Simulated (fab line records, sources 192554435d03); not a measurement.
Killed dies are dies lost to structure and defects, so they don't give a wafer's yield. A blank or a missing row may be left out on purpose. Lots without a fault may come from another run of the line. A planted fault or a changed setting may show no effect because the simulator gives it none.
Chamber matching | flow n5_finfet | N5_HKMG_FIN_PWFM_ALD_03 on ald_metal-01: 4 sister chambers
The step deposits TiN, target thk 2 nm, pulse time 1 s, purge time 3 s. 27 wafers are shown with their chamber, then 12 later ones without.

WAFERS WITH THEIR CHAMBER
wafer  | chamber | heater_power_w (W) | precursor_pulse_height_rel
L075.1 | 3       | 720                | 0.985
L075.4 | 0       | 702                | 1.046
L075.5 | 2       | 983                | 1.028
L076.1 | 3       | 716                | 0.998
L076.5 | 0       | 708                | 1.027
L076.6 | 1       | 848                | 1.017
L078.1 | 2       | 1001               | 1.006
L078.2 | 1       | 834                | 1.045
L078.3 | 0       | 685                | 0.958
L078.4 | 0       | 686                | 1.008
L078.5 | 1       | 836                | 1.037
L078.6 | 2       | 967                | 1.027
L080.1 | 1       | 844                | 1.019
L080.2 | 3       | 720                | 0.983
L080.6 | 1       | 840                | 1.030
L081.1 | 0       | 695                | 1.021
L081.3 | 1       | 823                | 0.996
L081.6 | 0       | 692                | 1.055
L086.1 | 0       | 706                | 1.023
L086.4 | 1       | 851                | 1.033
L086.5 | 3       | 722                | 0.980
L089.1 | 2       | 982                | 0.999
L089.2 | 3       | 722                | 1.009
L089.3 | 0       | 700                | 1.008
L089.4 | 1       | 816                | 1.016
L089.5 | 2       | 1002               | 0.992
L089.6 | 3       | 733                | 1.001

SIGNATURES (means of the wafers above)
reading                    | chamber 0 | chamber 1 | chamber 2 | chamber 3 | scatter within a chamber
heater_power_w             | 696.75    | 836.50    | 987.00    | 722.17    | 10.6
precursor_pulse_height_rel | 1.01825   | 1.02412   | 1.01040   | 0.99267   | 0.0203
Rule: a wafer's distance from a chamber is the root of the sum, over the readings, of the square of ((its reading less the chamber's mean) divided by the reading's scatter). The wafer belongs to the nearest chamber; if the next one is less than 2 further off, it can't be placed. The scatter: the root of (the sum of the squares of (reading less its chamber's mean) over the shown wafers, divided by (wafers less chambers)).

WAFERS WITHOUT THEIR CHAMBER
wafer  | heater_power_w (W) | precursor_pulse_height_rel
L091.3 | 703                | 0.984
L091.4 | 717                | 1.017
L091.5 | 838                | 0.995
L095.2 | 819                | 0.997
L095.5 | 695                | 0.987
L095.6 | 848                | 1.002
L096.1 | 711                | 0.986
L096.2 | 726                | 1.003
L096.3 | 1005               | 1.004
L096.4 | 826                | 0.985
L096.5 | 978                | 1.023
L096.6 | 709                | 0.971

WHICH CHAMBER EACH WENT THROUGH
wafer  | from the rows above     | in truth
L091.3 | can't be placed: 0 or 3 | 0
L091.4 | can't be placed: 3 or 0 | 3
L091.5 | 1                       | 1
L095.2 | 1                       | 1
L095.5 | can't be placed: 0 or 3 | 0
L095.6 | 1                       | 1
L096.1 | can't be placed: 3 or 0 | 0
L096.2 | 3                       | 3
L096.3 | 2                       | 2
L096.4 | 1                       | 1
L096.5 | 2                       | 2
L096.6 | can't be placed: 3 or 0 | 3
Placed correctly: 7 of 12. Can't be placed from these rows: 5 (the true chamber is among the candidates in 5). Placed wrongly: 0.
